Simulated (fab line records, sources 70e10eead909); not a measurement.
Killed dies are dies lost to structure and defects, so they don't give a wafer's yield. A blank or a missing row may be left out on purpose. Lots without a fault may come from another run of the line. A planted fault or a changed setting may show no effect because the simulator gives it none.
A struck lot beside a sound one | flow nand_harc | 20 steps out of a route of 1302
Sound: wafers L962.2, L962.3, L962.5. Struck: wafers L952.2, L952.3, L952.5. The cause comes at the end.
At each step with rows: each side's tool, then ch and its chambers, then its first start. Under that, the readings that differ: sound wafers | struck wafers | difference of the means | sigmas: that difference in standard deviations of wafers without a fault.
alike: readings whose means differ by less than 2 such deviations, and words and numbers that are the same on both sides. not compared: withheld readings, readings that some wafer has no value for, bounds like >300 that may hide the same value, and numbers for which the record gives no deviation and whose values overlap.
The two part at a step that has a row with sigmas, a row that says differs or no value, or rows on one side only. Numbers that don't overlap but have no deviation are shown without sigmas and don't part them. A reading that every wafer of one side lacks parts them only if that side has two wafers or more.

NHARC_A_ZERO_WELL_DESCUM_12: chemistry O2, time 3 s.
  sound on rie_diel-02 ch 0,2,3, day 13 09:22; struck on rie_diel-12 ch 0,2,3, day 9 01:07
  alike: drypump_motor_current_A, oes_product_au, rf_vpp_V, showerhead_plenum_p_Torr, throttle_valve_pct
  not compared: rf_hours_counter_h
NHARC_A_ZERO_WELL_ETCH_19: etches the open film in N2/H2, target depth 80 nm, overetch 24 nm, time 87.88 s.
  sound on rie_diel-02 ch 0,2, day 13 09:26; struck on rie_diel-12 ch 0,3, day 9 01:11
  alike: drypump_motor_current_A, n2_flow_sccm, oes_product_au, rf_vpp_V, showerhead_plenum_p_Torr, throttle_valve_pct
  not compared: rf_hours_counter_h
NHARC_A_ZERO_WELL_ETCH_13: etches the open film in HBr/Cl2, target depth 120 nm, time 40.1 s.
  sound on rie_si-05 ch 0,1,2, day 13 09:35; struck on rie_si-04 ch 0,1, day 9 01:19
  alike: drypump_motor_current_A, oes_product_au, throttle_valve_pct
  not compared: rf_hours_counter_h
then, 4 steps without rows for these wafers: NHARC_A_ZERO_WELL_STRIP_14 (strips in SPM, time 900 s); NHARC_A_ZERO_WELL_IMPLANT_15; NHARC_A_ZERO_WELL_PRECLEAN_22 (cleans in SC1, time 60 s); NHARC_A_ZERO_WELL_SRD_23.
NHARC_A_ZERO_WELL_RTA_16: time 10 s.
  sound on rtp_anneal-01 ch 0, day 13 10:29; struck on rtp_anneal-01 ch 0, day 9 02:14
  alike: lamp_power_pct, wafer_temp_C_max
NHARC_A_ZERO_WELL_INSPECT_17:
  sound on defect_inspect-01, day 13 10:40; struck on defect_inspect-01, day 9 02:25
  alike: raw_defect_count
then, 2 steps without rows for these wafers: NHARC_A_SOURCE_PLATE_PRECLEAN_00 (cleans in HF-LAST, time 60 s); NHARC_A_SOURCE_PLATE_SRD_01.
NHARC_A_SOURCE_PLATE_OXIDE_02: material SiO2, target thk 10 nm, ox time 1362 s.
  sound on furnace-01 ch 0, day 13 15:12; struck on furnace-03 ch 0, day 9 05:10
  reading            | sound             | struck            | difference | sigmas
  spike_tc_top_C (C) | 915.1 914.0 913.1 | 911.5 910.9 911.4 | -2.8       | -2
NHARC_A_SOURCE_PLATE_THK_MEAS_09: measures by ellipsometry.
  sound on film_metro-01, day 13 19:16; struck on film_metro-02, day 9 09:14
  alike: thk_nm
then, 3 steps without rows for these wafers: NHARC_A_SOURCE_PLATE_PVD_04 (deposits WSi2, target thk 50 nm); NHARC_A_SOURCE_PLATE_CVD_03 (deposits poly-Si, target thk 200 nm, time 4000 s); NHARC_A_SOURCE_PLATE_ANNEAL_05 (time 1800 s).
NHARC_A_SOURCE_PLATE_THK_MEAS_06: measures by ellipsometry.
  sound on film_metro-01, day 14 12:14; struck on film_metro-02, day 9 22:55
  alike: thk_nm
NHARC_A_SOURCE_PLATE_INSPECT_08:
  sound on defect_inspect-01, day 14 12:17; struck on defect_inspect-01, day 9 22:59
  reading          | sound    | struck      | difference | sigmas
  raw_defect_count | 41 53 38 | 759 804 809 | +747       | +30
then, 1 step without rows for these wafers: NHARC_A_ONON_D1_DEP_00 (target thk 1000 nm).
-- the record jumps here: 17 days lie between the struck wafers' starts before and after (it left off in module A_ONON_D1 and takes up again in module END, whose first step shown is number 1302 of the route) --
NHARC_END_SORT_01:
  sound on prober-02 ch 0, day 31 06:25; struck on prober-01 ch 0, day 26 15:44
  reading         | sound | struck      | difference | sigmas
  killed_at_array | 32    | 455 459 481 | +433       | +22
  killed_dies     | 34    | 456 460 482 | +432       | +21
  alike: killed_at_other, killed_at_periphery, killed_open, killed_short

WHERE THEY PART
First at NHARC_A_SOURCE_PLATE_OXIDE_02; last, within this record, at NHARC_END_SORT_01.

WHY: what the simulator had put in
Chamber particle source: furnace-03, from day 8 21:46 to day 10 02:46, at NHARC_A_SOURCE_PLATE_OXIDE_02. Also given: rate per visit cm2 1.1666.
